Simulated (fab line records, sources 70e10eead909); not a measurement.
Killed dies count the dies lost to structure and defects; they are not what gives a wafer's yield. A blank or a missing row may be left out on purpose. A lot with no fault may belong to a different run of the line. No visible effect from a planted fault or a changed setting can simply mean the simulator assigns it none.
The tool behind it: which one? / flow nand harc / 45 wafers from 15 lots sampled at 3 of the route's 1159 steps

## WHAT THE GAUGES SHOWED, per wafer
NHARC_P_BONDPAD_INSPECT_23. Usual: raw defect count reads 304 (standard deviation 110).
lot=L403; measured=day 6 07:33; on=defect inspect-02; raw defect count=222 309 242; flag=
lot=L404; measured=day 6 19:46; on=defect inspect-02; raw defect count=355 210 637; flag=
lot=L406; measured=day 7 08:06; on=defect inspect-02; raw defect count=246 311 306; flag=
lot=L411; measured=day 8 11:28; on=defect inspect-02; raw defect count=259 425 441; flag=
lot=L413; measured=day 9 00:18; on=defect inspect-02; raw defect count=181 356 187; flag=
lot=L416; measured=day 9 13:44; on=defect inspect-01; raw defect count=364 361 610; flag=
lot=L415; measured=day 9 14:03; on=defect inspect-01; raw defect count=248 295 383; flag=
lot=L417; measured=day 9 20:32; on=defect inspect-01; raw defect count=229 311 217; flag=
lot=L419; measured=day 10 02:52; on=defect inspect-01; raw defect count=244 398 275; flag=
lot=L418; measured=day 10 16:48; on=defect inspect-01; raw defect count=669 377 307; flag=
lot=L421; measured=day 10 18:04; on=defect inspect-02; raw defect count=261 258 199; flag=
lot=L420; measured=day 10 20:23; on=defect inspect-02; raw defect count=298 281 419; flag=
lot=L422; measured=day 11 05:34; on=defect inspect-02; raw defect count=262 307 258; flag=
lot=L423; measured=day 11 08:20; on=defect inspect-02; raw defect count=319 280 314; flag=
lot=L426; measured=day 12 00:05; on=defect inspect-02; raw defect count=154 153 180; flag=

## WHAT TOOL EACH LOT RAN ON (gives the tool, then ch and the chambers of the sampled wafers, and finally the start)
lot=L403; NHARC_P_BONDPAD_ETCH_24=rie diel-04 ch 2,3, day 6 07:33 or earlier; NHARC_P_BONDPAD_PRE_CLEAN_26=pvd sputter-02, day 6 07:33 or earlier
lot=L404; NHARC_P_BONDPAD_ETCH_24=rie diel-04 ch 0,1,2, day 6 19:46 or earlier; NHARC_P_BONDPAD_PRE_CLEAN_26=pvd sputter-02, day 6 19:46 or earlier
lot=L406; NHARC_P_BONDPAD_ETCH_24=rie diel-08 ch 0,1,3, day 7 08:06 or earlier; NHARC_P_BONDPAD_PRE_CLEAN_26=pvd sputter-01, day 7 08:06 or earlier
lot=L411; NHARC_P_BONDPAD_ETCH_24=rie diel-05 ch 1,2,3, day 8 09:26; NHARC_P_BONDPAD_PRE_CLEAN_26=pvd sputter-02, day 8 11:28 or earlier
lot=L413; NHARC_P_BONDPAD_ETCH_24=rie diel-08 ch 0,1,3, day 9 00:18 or earlier; NHARC_P_BONDPAD_PRE_CLEAN_26=pvd sputter-03, day 9 00:18 or earlier
lot=L416; NHARC_P_BONDPAD_ETCH_24=rie diel-04 ch 0,1,2, day 9 13:44 or earlier; NHARC_P_BONDPAD_PRE_CLEAN_26=pvd sputter-02, day 9 13:44 or earlier
lot=L415; NHARC_P_BONDPAD_ETCH_24=rie diel-05 ch 0,1, day 9 11:59; NHARC_P_BONDPAD_PRE_CLEAN_26=pvd sputter-03, day 9 14:03 or earlier
lot=L417; NHARC_P_BONDPAD_ETCH_24=rie diel-04 ch 0,3, day 9 20:32 or earlier; NHARC_P_BONDPAD_PRE_CLEAN_26=pvd sputter-01, day 9 20:32 or earlier
lot=L419; NHARC_P_BONDPAD_ETCH_24=rie diel-04 ch 0,2, day 10 02:52 or earlier; NHARC_P_BONDPAD_PRE_CLEAN_26=pvd sputter-03, day 10 02:52 or earlier
lot=L418; NHARC_P_BONDPAD_ETCH_24=rie diel-04 ch 0,2,3, day 10 16:48 or earlier; NHARC_P_BONDPAD_PRE_CLEAN_26=pvd sputter-03, day 10 16:48 or earlier
lot=L421; NHARC_P_BONDPAD_ETCH_24=rie diel-04 ch 1,2, day 10 18:04 or earlier; NHARC_P_BONDPAD_PRE_CLEAN_26=pvd sputter-01, day 10 18:04 or earlier
lot=L420; NHARC_P_BONDPAD_ETCH_24=rie diel-04 ch 0,1,3, day 10 20:23 or earlier; NHARC_P_BONDPAD_PRE_CLEAN_26=pvd sputter-03, day 10 20:23 or earlier
lot=L422; NHARC_P_BONDPAD_ETCH_24=rie diel-05 ch 1,2, day 11 05:34 or earlier; NHARC_P_BONDPAD_PRE_CLEAN_26=pvd sputter-03, day 11 05:34 or earlier
lot=L423; NHARC_P_BONDPAD_ETCH_24=rie diel-04 ch 0,1,3, day 11 08:20 or earlier; NHARC_P_BONDPAD_PRE_CLEAN_26=pvd sputter-01, day 11 08:20 or earlier
lot=L426; NHARC_P_BONDPAD_ETCH_24=rie diel-04 ch 1,2,3, day 12 00:05 or earlier; NHARC_P_BONDPAD_PRE_CLEAN_26=pvd sputter-03, day 12 00:05 or earlier
- NHARC_P_BONDPAD_ETCH_24: etches the open film in CF4/N2, target depth 30 nm, time 72.99 s.
- NHARC_P_BONDPAD_PRE_CLEAN_26: time 30 s.

## WHAT THE TOOLS THEMSELVES READ (means of the sampled wafers that have a number; where no wafer has one, the mark that the record gives instead)
NHARC_P_BONDPAD_ETCH_24. Usual: value, then standard deviation, for each; bias w 99.99 W / 0.29; drypump motor current A 5.7 A / 0.34; oes product au 0.997 a.u. / 0.014; rf fwd power W 297.5 W / 1; rf vpp V 314.7 V / 1.9; showerhead plenum p Torr 2.66 Torr / 0.095; throttle valve pct 19.794 % / 0.0088.
lot=L403; tool=rie diel-04; bias w (W)=100.11; drypump motor current A (A)=5.7; oes product au (a.u.)=0.995; rf fwd power W (W)=297.7; rf vpp V (V)=314.8; showerhead plenum p Torr (Torr)=2.67; throttle valve pct (%)=19.793; flag=
lot=L404; tool=rie diel-04; bias w (W)=99.98; drypump motor current A (A)=5.8; oes product au (a.u.)=0.989; rf fwd power W (W)=297.5; rf vpp V (V)=315.3; showerhead plenum p Torr (Torr)=2.72; throttle valve pct (%)=19.793; flag=
lot=L406; tool=rie diel-08; bias w (W)=99.98; drypump motor current A (A)=5.6; oes product au (a.u.)=1.015; rf fwd power W (W)=298.0; rf vpp V (V)=310.9; showerhead plenum p Torr (Torr)=2.50; throttle valve pct (%)=19.788; flag=
lot=L411; tool=rie diel-05; bias w (W)=99.86; drypump motor current A (A)=6.1; oes product au (a.u.)=1.005; rf fwd power W (W)=298.5; rf vpp V (V)=314.6; showerhead plenum p Torr (Torr)=2.64; throttle valve pct (%)=19.790; flag=
lot=L413; tool=rie diel-08; bias w (W)=100.20; drypump motor current A (A)=5.6; oes product au (a.u.)=1.017; rf fwd power W (W)=298.9; rf vpp V (V)=311.7; showerhead plenum p Torr (Torr)=2.49; throttle valve pct (%)=19.785; flag=
lot=L416; tool=rie diel-04; bias w (W)=99.84; drypump motor current A (A)=5.8; oes product au (a.u.)=1.004; rf fwd power W (W)=297.5; rf vpp V (V)=316.2; showerhead plenum p Torr (Torr)=2.72; throttle valve pct (%)=19.793; flag=
lot=L415; tool=rie diel-05; bias w (W)=100.05; drypump motor current A (A)=6.1; oes product au (a.u.)=0.990; rf fwd power W (W)=297.9; rf vpp V (V)=314.5; showerhead plenum p Torr (Torr)=2.69; throttle valve pct (%)=19.794; flag=
lot=L417; tool=rie diel-04; bias w (W)=99.82; drypump motor current A (A)=6.1; oes product au (a.u.)=0.995; rf fwd power W (W)=296.7; rf vpp V (V)=315.6; showerhead plenum p Torr (Torr)=2.76; throttle valve pct (%)=19.799; flag=
lot=L419; tool=rie diel-04; bias w (W)=100.09; drypump motor current A (A)=5.9; oes product au (a.u.)=1.002; rf fwd power W (W)=297.6; rf vpp V (V)=316.0; showerhead plenum p Torr (Torr)=2.76; throttle valve pct (%)=19.793; flag=
lot=L418; tool=rie diel-04; bias w (W)=99.92; drypump motor current A (A)=5.8; oes product au (a.u.)=1.004; rf fwd power W (W)=296.6; rf vpp V (V)=315.0; showerhead plenum p Torr (Torr)=2.72; throttle valve pct (%)=19.787; flag=
lot=L421; tool=rie diel-04; bias w (W)=100.25; drypump motor current A (A)=5.6; oes product au (a.u.)=0.993; rf fwd power W (W)=296.8; rf vpp V (V)=314.9; showerhead plenum p Torr (Torr)=2.67; throttle valve pct (%)=19.792; flag=
lot=L420; tool=rie diel-04; bias w (W)=100.22; drypump motor current A (A)=5.9; oes product au (a.u.)=0.994; rf fwd power W (W)=297.8; rf vpp V (V)=315.8; showerhead plenum p Torr (Torr)=2.72; throttle valve pct (%)=19.796; flag=
lot=L422; tool=rie diel-05; bias w (W)=99.88; drypump motor current A (A)=6.2; oes product au (a.u.)=1.016; rf fwd power W (W)=298.1; rf vpp V (V)=314.2; showerhead plenum p Torr (Torr)=2.64; throttle valve pct (%)=19.796; flag=
lot=L423; tool=rie diel-04; bias w (W)=100.09; drypump motor current A (A)=5.9; oes product au (a.u.)=0.989; rf fwd power W (W)=296.9; rf vpp V (V)=315.6; showerhead plenum p Torr (Torr)=2.72; throttle valve pct (%)=19.801; flag=
lot=L426; tool=rie diel-04; bias w (W)=99.97; drypump motor current A (A)=5.6; oes product au (a.u.)=0.984; rf fwd power W (W)=297.6; rf vpp V (V)=315.0; showerhead plenum p Torr (Torr)=2.67; throttle valve pct (%)=19.798; flag=

NHARC_P_BONDPAD_PRE_CLEAN_26. Usual: heater power w reads 425 W (standard deviation 35).
lot=L403; tool=pvd sputter-02; heater power w (W)=391; flag=
lot=L404; tool=pvd sputter-02; heater power w (W)=390; flag=
lot=L406; tool=pvd sputter-01; heater power w (W)=440; flag=
lot=L411; tool=pvd sputter-02; heater power w (W)=414; flag=
lot=L413; tool=pvd sputter-03; heater power w (W)=474; flag=
lot=L416; tool=pvd sputter-02; heater power w (W)=402; flag=
lot=L415; tool=pvd sputter-03; heater power w (W)=436; flag=
lot=L417; tool=pvd sputter-01; heater power w (W)=416; flag=
lot=L419; tool=pvd sputter-03; heater power w (W)=427; flag=
lot=L418; tool=pvd sputter-03; heater power w (W)=446; flag=
lot=L421; tool=pvd sputter-01; heater power w (W)=420; flag=
lot=L420; tool=pvd sputter-03; heater power w (W)=455; flag=
lot=L422; tool=pvd sputter-03; heater power w (W)=430; flag=
lot=L423; tool=pvd sputter-01; heater power w (W)=429; flag=
lot=L426; tool=pvd sputter-03; heater power w (W)=446; flag=

## THE ANSWER, worked out from the rows above alone
Rule: a lot counts as off when the mean over its wafers that have a number is more than 3 standard deviations away from the usual mean. Also off: a lot with no number at a reading for which 4 or more lots have one. Where the step has rows for the other lots, those lots are counted as sound. First the gauges in route order, then the tools' own readings, where a lot's mean is used as printed above. At the first step where some lot is off, the reading lying furthest off is the one used; lots without a number count as furthest.
No lot is off at any reading shown: from this, nothing can be told.

## WHAT THE SIMULATOR HAD INSERTED
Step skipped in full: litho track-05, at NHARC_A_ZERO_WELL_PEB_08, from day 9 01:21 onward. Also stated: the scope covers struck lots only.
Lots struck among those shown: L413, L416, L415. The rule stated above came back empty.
